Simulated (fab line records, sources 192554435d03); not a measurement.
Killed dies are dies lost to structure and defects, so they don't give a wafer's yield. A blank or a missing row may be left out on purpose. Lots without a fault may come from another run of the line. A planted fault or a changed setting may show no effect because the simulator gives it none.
A struck lot beside a sound one | flow n5_finfet | 19 steps out of a route of 1938
Sound: wafers L925.1, L925.2, L925.5. Struck: wafers L929.3, L929.5, L929.6. The cause comes at the end.
At each step with rows: each side's tool, then ch and its chambers, then its first start. Under that, the readings that differ: sound wafers | struck wafers | difference of the means | sigmas: that difference in standard deviations of wafers without a fault.
alike: readings whose means differ by less than 2 such deviations, and words and numbers that are the same on both sides. not compared: withheld readings, readings that some wafer has no value for, bounds like >300 that may hide the same value, and numbers for which the record gives no deviation and whose values overlap.
The two part at a step that has a row with sigmas, a row that says differs or no value, or rows on one side only. Numbers that don't overlap but have no deviation are shown without sigmas and don't part them. A reading that every wafer of one side lacks parts them only if that side has two wafers or more.

first, 8 steps without rows for these wafers: N5_BEOL_M10_CMP_52 (polishes, stops on SiCOH lowk, t overpolish 7 s, target thk 140 nm); N5_BEOL_M10_PRE_CLEAN_55 (time 15 s); N5_BEOL_M10_DEP_56 (deposits SiCN from 3MS/NH3, target thk 15 nm, time 26.5 s); N5_BEOL_M11_ILD_DEP_00 (deposits SiCOH lowk from DEMS/porogen, target thk 308.51 nm, time 58 s); N5_BEOL_M11_CURE_71 (cures SiCOH lowk, time 240 s); N5_BEOL_M11_PECVD_70 (deposits SiO2 from TEOS/O2, target thk 20 nm, time 22.7 s); N5_BEOL_M11_HM_DEP_02 (deposits TiN, target thk 20 nm); N5_BEOL_M11_COAT_59 (time 60 s, resist thk 100 nm).
N5_BEOL_M11_COAT_60: time 60 s, resist thk 30 nm.
  sound on litho_track-02 ch 0, day 10 16:39; struck on litho_track-02 ch 0, day 11 13:23
  reading                                     | sound                | struck               | difference | sigmas
  spin_speed_rpm (rpm)                        | 1501.0 1500.7 1500.3 | 1549.2 1550.7 1551.0 | +49.6      | +55
  model.SiARC_of_BEOL_M11_COAT_60.thk_nm (nm) | 30.2 30 30.2         | 29.4 29.6 29.4       | -0.7       |
  alike: heater_power_total_W, plate_temp_C
then, 7 steps without rows for these wafers: N5_BEOL_M11_COAT_05 (resist thk 90 nm); N5_BEOL_M11_EBR_07; N5_BEOL_M11_SOFTBAKE_06 (time 60 s); N5_BEOL_M11_EXPOSE_08 (exposes mask M11); N5_BEOL_M11_PEB_09 (peb time 60 s); N5_BEOL_M11_DEVELOP_10 (develop time 30 s); N5_BEOL_M11_DESCUM_16 (chemistry O2, time 7.9 s).
N5_BEOL_M11_ETCH_61: etches SiARC in CF4, target depth 39 nm, time 65 s.
  sound on rie_diel-04 ch 0,1, day 10 17:08; struck on rie_diel-03 ch 0,2,3, day 11 13:56
  reading                                       | sound             | struck            | difference | sigmas
  model.etch.depth_nm (nm)                      | 30.13 30.03 30.11 | 29.49 29.51 29.42 | -0.62      |
  model.CAR-ArF_of_BEOL_M11_COAT_05.thk_nm (nm) | 55 55.2 55.2      | 56 56 56          | +1         |
  alike: drypump_motor_current_A, etch_rf_on_time_s, oes_product_au, rf_vpp_V, showerhead_plenum_p_Torr, throttle_valve_pct
  not compared: rf_hours_counter_h
N5_BEOL_M11_ETCH_62: etches SOC in N2/H2, target depth 110 nm, overetch 22 nm, time 165 s.
  sound on rie_diel-04 ch 0,1, day 10 17:11; struck on rie_diel-03 ch 0,2,3, day 11 13:59
  alike: drypump_motor_current_A, oes_product_au, rf_vpp_V, showerhead_plenum_p_Torr, throttle_valve_pct
  not compared: rf_hours_counter_h, model.SiARC_of_BEOL_M11_COAT_60.thk_nm
then, 1 step without rows for these wafers: N5_BEOL_M11_STRIP_68 (strips in N2/H2).

WHERE THEY PART
Only at N5_BEOL_M11_COAT_60, within this record. Later steps at which nothing parts them and some readings are alike: N5_BEOL_M11_ETCH_61, N5_BEOL_M11_ETCH_62.

WHY: what the simulator had put in
Process parameter drift: litho_track-02, from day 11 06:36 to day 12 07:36, at N5_BEOL_M11_COAT_60. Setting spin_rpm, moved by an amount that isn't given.
